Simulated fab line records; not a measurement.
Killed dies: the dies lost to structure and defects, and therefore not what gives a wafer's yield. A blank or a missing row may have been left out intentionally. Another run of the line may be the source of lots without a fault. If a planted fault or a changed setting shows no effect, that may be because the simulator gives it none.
Which tool was responsible? -- flow n5_finfet -- 72 wafers from 24 lots sampled at 3 of the route's 1938 steps

== WHAT THE GAUGES READ, wafer by wafer ==
N5_BEOL_M3_CD_MEAS_18: pitch 36 nm, target cd 18 nm. Usual: cd_nm reads 18.1 nm (standard deviation 0.33).
lot,measured,on,cd_nm (nm),flag
L074,day 8 04:28,cd_sem-03,18.2 18.5 18.4,
L075,day 8 04:36,cd_sem-02,18.4 17.9 18.4,
L076,day 8 07:34,cd_sem-01,17.7 17.9 18.5,
L077,day 8 11:09,cd_sem-03,18.2 17.8 17.2,
L078,day 8 16:09,cd_sem-02,17.9 18.0 18.0,
L079,day 8 16:48,cd_sem-02,18.1 17.5 17.9,
L080,day 8 16:57,cd_sem-03,18.1 17.5 17.9,
L081,day 8 19:46,cd_sem-01,18.1 18.2 18.3,
L082,day 8 20:39,cd_sem-03,18.1 18.4 17.9,
L083,day 9 03:58,cd_sem-02,18.0 18.2 18.1,
L085,day 10 14:08,cd_sem-03,18.8 18.6 18.1,
L084,day 10 17:19,cd_sem-02,17.6 17.9 18.4,
L086,day 10 18:52,cd_sem-01,17.2 18.0 18.4,
L087,day 10 22:31,cd_sem-03,18.3 18.3 18.2,
L088,day 10 22:43,cd_sem-03,18.1 18.0 17.9,
L089,day 11 01:48,cd_sem-01,17.5 17.6 18.4,
L091,day 11 07:35,cd_sem-01,17.7 17.8 18.0,
L090,day 11 07:44,cd_sem-01,17.5 18.6 18.5,
L093,day 11 16:21,cd_sem-03,17.9 17.6 18.3,
L092,day 11 16:42,cd_sem-01,18.4 18.6 18.0,
L094,day 12 16:37,cd_sem-02,18.1 18.7 18.2,
L095,day 13 01:30,cd_sem-02,17.6 18.4 17.8,
L097,day 13 05:52,cd_sem-03,18.1 18.4 18.2,
L096,day 13 14:27,cd_sem-03,18.4 17.8 17.5,

N5_BEOL_M3_INSPECT_30: inspects for defects (brightfield). Usual: raw_defect_count reads 410 (standard deviation 97).
lot,measured,on,raw_defect_count,flag
L074,day 8 04:59,defect_inspect-01,484 430 323,
L075,day 8 05:11,defect_inspect-01,398 452 451,
L076,day 8 08:05,defect_inspect-02,348 323 338,
L077,day 8 11:41,defect_inspect-01,357 406 464,
L078,day 8 16:34,defect_inspect-01,482 430 412,
L079,day 8 17:13,defect_inspect-02,493 408 404,
L080,day 8 17:29,defect_inspect-02,393 719 434,
L081,day 8 20:10,defect_inspect-01,343 331 317,
L082,day 8 21:14,defect_inspect-02,394 450 295,
L083,day 9 04:29,defect_inspect-01,236 436 309,
L085,day 10 14:40,defect_inspect-02,262 188 364,
L084,day 10 17:51,defect_inspect-02,483 562 555,
L086,day 10 19:17,defect_inspect-01,452 630 484,
L087,day 10 22:56,defect_inspect-02,286 319 337,
L088,day 10 23:16,defect_inspect-01,393 297 445,
L089,day 11 02:20,defect_inspect-02,407 470 392,
L091,day 11 08:00,defect_inspect-02,310 418 368,
L090,day 11 08:09,defect_inspect-02,579 477 420,
L093,day 11 16:53,defect_inspect-01,301 374 396,
L092,day 11 17:14,defect_inspect-01,380 399 422,
L094,day 12 17:02,defect_inspect-01,582 591 405,
L095,day 13 01:55,defect_inspect-02,444 418 530,
L097,day 13 06:17,defect_inspect-01,405 345 388,
L096,day 13 14:52,defect_inspect-02,526 453 493,

== WHAT TOOL EACH LOT RAN ON (gives the tool, then ch and the chambers of the sampled wafers, and finally the start) ==
lot,N5_BEOL_M3_STRIP_19
L074,"rie_diel-02 ch 0,2, day 8 04:23"
L075,"rie_diel-03 ch 1,2, day 8 04:32"
L076,"rie_diel-04 ch 0,1, day 8 07:29"
L077,"rie_diel-03 ch 0,1,3, day 8 11:05"
L078,"rie_diel-02 ch 1,3, day 8 16:05"
L079,"rie_diel-03 ch 0,2,3, day 8 16:44"
L080,"rie_diel-03 ch 1,3, day 8 16:53"
L081,"rie_diel-02 ch 0,1,3, day 8 19:41"
L082,"rie_diel-03 ch 0,1, day 8 20:35"
L083,"rie_diel-02 ch 0,2,3, day 9 03:53"
L085,"rie_diel-04 ch 1,2,3, day 10 14:04"
L084,"rie_diel-03 ch 1,2,3, day 10 17:14"
L086,"rie_diel-02 ch 1,3, day 10 18:48"
L087,"rie_diel-02 ch 0,1,3, day 10 22:27"
L088,"rie_diel-04 ch 0,2,3, day 10 22:39"
L089,"rie_diel-03 ch 1,2,3, day 11 01:44"
L091,"rie_diel-03 ch 0,2,3, day 11 07:31"
L090,"rie_diel-04 ch 0,2,3, day 11 07:40"
L093,"rie_diel-02 ch 1,2,3, day 11 16:16"
L092,"rie_diel-02 ch 0,1,3, day 11 16:38"
L094,"rie_diel-04 ch 0,1, day 12 16:33"
L095,"rie_diel-02 ch 0,1, day 13 01:26"
L097,"rie_diel-04 ch 0,3, day 13 05:47"
L096,"rie_diel-03 ch 0,1, day 13 14:23"
- N5_BEOL_M3_STRIP_19: strips in O2.

== AS READ BY THE TOOLS THEMSELVES (means over the sampled wafers that have a number; for cases with no such wafer, the mark the record gives instead) ==
N5_BEOL_M3_STRIP_19. Usual: drypump_motor_current_A 5.7 A, standard deviation 0.42; oes_product_au 0.81 a.u., standard deviation 0.089; rf_vpp_V 3.7 V, standard deviation 0.5; showerhead_plenum_p_Torr 2.08 Torr, standard deviation 0.079; throttle_valve_pct 16.67 %, standard deviation 0.23.
lot,tool,drypump_motor_current_A (A),oes_product_au (a.u.),rf_vpp_V (V),showerhead_plenum_p_Torr (Torr),throttle_valve_pct (%),flag
L074,rie_diel-02,5.5,0.72,3.6,2.02,16.63,
L075,rie_diel-03,5.8,0.90,3.6,2.13,16.56,
L076,rie_diel-04,6.3,0.79,4.1,1.99,16.65,
L077,rie_diel-03,5.8,0.84,3.9,2.15,16.77,
L078,rie_diel-02,5.3,0.85,3.4,2.07,16.45,
L079,rie_diel-03,5.8,0.78,3.5,2.14,16.84,
L080,rie_diel-03,6.1,0.87,3.7,2.18,16.61,
L081,rie_diel-02,5.2,0.80,4.4,2.03,16.62,
L082,rie_diel-03,5.5,0.79,3.5,2.12,16.93,
L083,rie_diel-02,5.4,0.72,4.0,2.03,16.73,
L085,rie_diel-04,5.9,0.88,3.5,2.11,16.56,
L084,rie_diel-03,5.9,0.85,3.8,2.15,16.62,
L086,rie_diel-02,5.3,0.78,3.2,2.08,16.64,
L087,rie_diel-02,5.2,0.79,3.9,2.03,16.64,
L088,rie_diel-04,6.0,0.87,3.8,2.06,16.66,
L089,rie_diel-03,5.9,0.84,3.4,2.15,16.62,
L091,rie_diel-03,5.8,0.77,4.2,2.14,16.87,
L090,rie_diel-04,5.9,0.86,3.8,2.06,16.67,
L093,rie_diel-02,5.5,0.75,3.3,2.06,16.57,
L092,rie_diel-02,5.2,0.78,3.3,2.03,16.65,
L094,rie_diel-04,6.3,0.76,3.5,1.98,16.71,
L095,rie_diel-02,5.1,0.82,3.1,2.00,16.53,
L097,rie_diel-04,6.2,0.83,3.3,2.01,16.67,
L096,rie_diel-03,5.5,0.75,3.7,2.10,17.00,

== THE ANSWER, worked out from the rows above alone ==
Rule: take the mean of a lot's wafers that have a number; if it is more than 3 standard deviations from the usual mean, the lot is off. Also off: a lot with no number at a reading for which 4 or more lots have one. The other lots that the step has rows for count as sound. The gauges are gone through in route order, then the tools' own readings, and for those a lot's mean is taken as printed above. At the first step where some lot is off, the reading lying furthest off is the one used; lots without a number count as furthest.
None of the lots is off at any reading shown; this tells nothing.

== WHAT THE SIMULATOR PUT IN ==
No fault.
